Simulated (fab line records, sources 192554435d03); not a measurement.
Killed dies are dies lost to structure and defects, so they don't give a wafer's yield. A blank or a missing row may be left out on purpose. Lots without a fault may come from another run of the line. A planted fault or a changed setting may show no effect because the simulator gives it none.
fab line records | flow n5_finfet
record lots=3 wafers=9 last_day=18
route steps=1938 shown SD_EPI_P@302 SD_ACTIVATION@330 ILD0@335 BEOL_M4@1111
lots that met no fault: from a run of the same line without faults
start_h: hours from the record's first day to the start of the lot's first wafer shown | wait_h: hours since the lot's step before | " the same as in the row above | L1.1+2: a row that stands for several wafers | - no value, or no start given | * or withheld: withheld | < > ~ a bound
route shown NAME@n: a module of which the file shows steps, and the number in the route of the first | usual: mean/standard deviation of fault-free wafers | same: alike in all rows | chamber/n: place in a boat | sites: the reading at each site | _std_site: their standard deviation | _edge_site: outer sites' mean less inner sites' | radius_mm: how far each site lies from the wafer's centre | mask NAME#n: copy n | behind: the tool/chamber that last shaped the wafer | hold: why the lot was held/for how many hours/how that ended | device: the transistor (n, p or np) that didn't switch | end of line: the same wafers' tests at the end of the route | a step without rows: its recipe alone | killed: dies lost to structure and defects at the first sort, not the wafer's yield | map: a wafer's dies, x killed, . not, _ none there
set.NAME: the setting as run; set.NAME@STEP: as run at that earlier step | model.NAME: the simulator's own value behind a step, which no gauge read
lots at some steps of the route; a table a step, a row a wafer
services: from which hour (start_h, from the record's first day; less than 0 if before it) a tool's chamber was out of use, for how many hours, and why
## steps
# step N5_SD_EPI_P_DEVELOP_08
# recipe develop_time_s=30 developer=TMAH resist=CAR-ArF-block dev_temp_c=23 rinse_liquid=diw dry=air_spin
# step N5_SD_EPI_P_DESCUM_14
# recipe chemistry=O2 time_s=7.9 source_power_w=50 bias_power_w=20 pressure_mtorr=20 rf_frequency_hz=2.712e+07 temp_c=40 resist=CAR-ArF-block o2_flow_sccm=225
# step N5_SD_EPI_P_ETCH_36
# recipe chemistry=CF4 target=SiARC target_depth_a=455 mask_material=CAR-ArF-block time_s=75.8 ion_energy_ev=80 pressure_mtorr=40 source_w=545 bias_w=36 Ar_flow_sccm=100 cf4_flow_sccm=100 ends=cleared
# step N5_SD_EPI_P_ETCH_37
# recipe chemistry=N2/H2 target=SOC overetch_a=1080 mask_material=SiARC temp_c=40 ion_energy_ev=100 source_w=3000 bias_w=133 pressure_mtorr=20 time_s=486 n2_flow_sccm=200 h2_flow_sccm=200 ends=end_point
# step N5_SD_EPI_P_STRIP_38
# recipe chemistry=N2/H2 temp_c=40 n2_flow_sccm=200 h2_flow_sccm=200 rf_frequency_hz=6e+07
# step N5_SD_EPI_P_ETCHBACK_46
# recipe chemistry=CH3F/O2 mode=anisotropic_etchback target=SiNx target_depth_a=175 stop_on=SiO2 over_etch_frac=0.3 ion_energy_ev=120 pressure_mtorr=30 source_w=395 bias_w=73 Ar_flow_sccm=150 CH3F_flow_sccm=30 O2_flow_sccm=20
# step N5_SD_EPI_P_ETCH_47
# recipe chemistry=CH3F/O2 target=SiOCN target_depth_a=250 mask_material=SOC ion_energy_ev=60 bias_w=29 pressure_mtorr=30 source_w=410 Ar_flow_sccm=150 CH3F_flow_sccm=30 O2_flow_sccm=20
# step N5_SD_EPI_P_ETCH_16
# recipe chemistry=CHF3/O2 target=SiO2 target_depth_a=50 mask_material=SOC pressure_mtorr=30 source_w=650 bias_w=170 Ar_flow_sccm=200 CHF3_flow_sccm=50 O2_flow_sccm=5 ion_energy_ev=200
# step N5_SD_EPI_P_STRIP_50
# recipe chemistry=CHF3/O2 resist=SiARC rf_frequency_hz=6e+07
# step N5_SD_EPI_P_SD_RECESS_17
# recipe chemistry=HBr/Cl2/O2 target_depth_a=391 bt_time_s=3 pressure_mtorr=10 icp_w=800 bias_w=112 HBr_flow_sccm=150 Cl2_flow_sccm=80 O2_flow_sccm=12
# usual bias_w=112.0/0.34 drypump_motor_current_A=5.7/0.42 oes_product_au=0.996/0.011 throttle_valve_pct=37.23/0.29
# columns lot.wafer tool chamber start_h wait_h bias_w drypump_motor_current_A oes_product_au rf_hours_counter_h throttle_valve_pct model.etch.depth_nm model.SD_EPI_P.feature_depth_nm
L168.1 rie_si-02 0 80.24 0.0 112.3 5.4 0.988 57 37.48 39.15 39.2
L168.2 " 1 " " 112.1 5.8 0.994 94 37.56 38.75 38.8
L168.5 " 0 " " 111.6 5.4 1.004 - 37.48 39.59 39.6
L173.1 rie_si-02 3 111.35 0.0 111.6 6.1 0.993 5 37.55 38.2 38.2
L173.2 " 0 " " 111.7 5.4 1.002 58 37.46 35.67 35.6
L173.4 " 1 " " 112.1 5.8 1.001 94 37.58 38.71 38.8
L186.3 rie_si-04 1 186.50 0.0 112.3 5.4 1.015 67 36.90 38.29 38.2
L186.5 " 2 " " 112.4 6.2 0.994 - 37.32 39.02 39
L186.6 " 3 " " 111.9 5.0 1.002 - 36.70 39.71 39.8
# step N5_SD_EPI_P_WET_ETCH_45
# recipe chemistry=dHF dilution=withheld time_s=10.7 target=SiO2 target_depth_a=20 temp_c=25 dry=ipa_marangoni rinse_time_s=30 rinse_temp_c=23
# step N5_SD_EPI_P_STRIP_40
# recipe chemistry=N2/H2 power_w=1000 temp_c=250 h2_frac=0.65 overash_fraction=0.3 pressure_mtorr=withheld n2_flow_sccm=1750 h2_flow_sccm=3250
# step N5_SD_EPI_P_PRECLEAN_52
# recipe chemistry=O3/DIW time_s=60 temp_c=22 o3_ppm=10
# step N5_SD_EPI_P_SRD_20
# recipe dry=ipa_marangoni do_ppb=5 time_s=30 temp_c=23 rinse_liquid=diw
# step N5_SD_EPI_P_PRECLEAN_51
# recipe chemistry=NF3:NH3 afs_cycles=1 temp_c=30 time_s=20 sublimation_temp_c=180 sublimation_time_s=60 pressure_torr=3 rf_power_w=30
# step N5_SD_EPI_P_VAPOR_ETCH_44
# recipe chemistry=NF3/Ar target=SiGe30 temp_c=25 time_s=3.3 mode=isotropic
# step N5_SD_EPI_P_EPI_21
# recipe material=SiGe:B dopant=B temp_c=550 pressure_torr=20 ambient=H2 time_s=355
# step N5_SD_EPI_P_HM_STRIP_48
# recipe chemistry=H3PO4 temp_c=160 material=SiNx target=SiNx target_depth_a=30 overetch_fraction=0.3
# step N5_SD_EPI_P_SRD_49
# recipe dry=ipa_marangoni time_s=30 temp_c=23 rinse_liquid=diw
# step N5_SD_EPI_P_PRECLEAN_24
# recipe chemistry=O3/DIW time_s=45 temp_c=22 o3_ppm=10
# step N5_SD_EPI_P_PRECLEAN_32
# recipe chemistry=dHF time_s=10 dilution=500:1 temp_c=25
# step N5_SD_EPI_P_PRECLEAN_33
# recipe chemistry=SC2 time_s=45 temp_c=35 mix=1:1:50
# step N5_SD_EPI_P_SRD_25
# recipe time_s=30 temp_c=23 rinse_liquid=diw dry=ipa_marangoni
# step N5_SD_ACTIVATION_RTA_00
# recipe temp_c=975 time_s=0 ambient=N2 idle_temp_c=600 ramp_up_c_per_s=150 ramp_down_c_per_s=60 cool_to_c=600
# step N5_SD_ACTIVATION_LSA_01
# recipe temp_c=1080 time_s=0.0008 ambient=N2
# step N5_ILD0_LINER_00
# recipe material=SiNx target_thk_a=40 temp_c=400 ald_precursor_family=SiH2I2 ald_co_reactant=N2/H2-plasma pulse_time_s=1 purge_time_s=2 co_reactant_purge_time_s=2 ald_cycles=80 pressure_torr=2
# step N5_ILD0_FCVD_FILL_01
# recipe material=SiO2_flowable target_thk_a=2000 temp_c=100 pressure_torr=0.8 rf_w=2000 time_s=328.3
# step N5_ILD0_CURE_02
# recipe temp_c=450 time_s=1800 ambient=steam idle_temp_c=400 ramp_up_c_per_min=5 ramp_down_c_per_min=3 densification_p_h2o_torr=640
# step N5_ILD0_CMP_03
# recipe stop_on=SiNx t_overpolish_s=1.9 post_cmp_clean=alkaline_brush down_force_psi=4.1491 platen_rpm=51.796 pad_velocity_m_s=1.0306 target_thk_nm=197.38
# step N5_ILD0_CMP_07
# recipe stop_on=poly-Si material=SiO2_flowable t_overpolish_s=1.18 post_cmp_clean=alkaline_brush down_force_psi=4.1491 platen_rpm=51.796 pad_velocity_m_s=1.0306 target_thk_nm=138.88
# step N5_ILD0_PRECLEAN_10
# recipe chemistry=NF3:NH3 afs_cycles=5 time_s=20 temp_c=30 sublimation_temp_c=180 sublimation_time_s=60 pressure_torr=3 rf_power_w=30
# step N5_ILD0_ALD_15
# recipe material=SiNx target_thk_a=240 temp_c=400 ald_precursor_family=SiH2I2 ald_co_reactant=N2/H2-plasma pulse_time_s=1 ald_cycles=480 purge_time_s=2 co_reactant_purge_time_s=2 pressure_torr=2
# step N5_BEOL_M4_RC_MEAS_101
# usual CJ_P=5.81/0.19 DIBL_N=36.4/1.6 DIBL_P=36.2/1.8 IOFF_N=0.159/0.029 IOFF_P=0.21/0.034 ION_N=670/12 ION_P=459/8.2 SS_N=71.5/0.59 SS_P=73.2/0.54 VT_N=250/3.3 VT_P=-250/3.7
# columns lot.wafer tool chamber start_h wait_h CJ_P DIBL_N[mV/V] DIBL_P[mV/V] IOFF_N[nA/um] IOFF_P[nA/um] ION_N[uA/um] ION_P[uA/um] SS_N[mV/dec] SS_P[mV/dec] VT_N[mV] VT_P[mV]
L168.1 prober-01 0 211.55 0.0 6.06 35.2 35.6 0.152 0.20 670 458 71.6 73.0 249 -250
L168.2 " 0 " " 5.95 34.2 35.2 0.128 0.18 647 450 71.3 73.3 253 -251
L168.5 " 0 " " 5.62 36.0 37.8 0.166 0.25 667 462 71.7 74.2 244 -247
L173.1 prober-01 0 224.96 0.0 5.41 35.6 33.0 0.129 0.18 671 460 71.4 72.4 252 -250
L173.2 " 0 " " 5.10 38.1 36.1 0.188 0.21 691 463 72.2 74.0 246 -251
L173.4 " 0 " " 5.64 38.4 37.0 0.182 0.25 682 470 72.2 73.6 248 -245
L186.3 prober-01 0 331.79 0.3 5.90 34.9 35.3 0.130 0.18 656 453 71.8 72.8 256 -250
L186.5 " 0 " " 5.92 33.8 34.8 0.121 0.18 656 459 71.1 72.6 255 -251
L186.6 " 0 " " 5.75 35.0 36.9 0.147 0.23 662 462 70.9 73.1 250 -249
## services
# columns tool chamber start_h hours kind
rie_si-04 - 68.62 2.7 repair
rie_si-04 0 115.10 8.9 repair
rie_si-02 3 117.12 13.7 repair
rie_si-04 1 121.01 2.2 repair
rie_si-02 2 174.01 5.7 repair
## key
first_sign step=N5_BEOL_M4_RC_MEAS_101 reading=CJ_P direction=down sigmas=3.7 usual=5.81 struck=5.10
effect none on later readings
model_effect step=N5_SD_EPI_P_SD_RECESS_17 value=etch.depth_nm without=39.09 struck=35.67
met_at N5_SD_EPI_P_SD_RECESS_17
struck_wafers L173.2
onset_between 80.24 111.35
fault kind=process_parameter_drift tool=rie_si-02 chamber=- onset_h=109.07 steps=N5_SD_EPI_P_SD_RECESS_17 channel=target_depth_a offset=-34.208 shape=step end_h=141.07 scope=struck_wafers_only acts_in=these_recipes_only stated=391
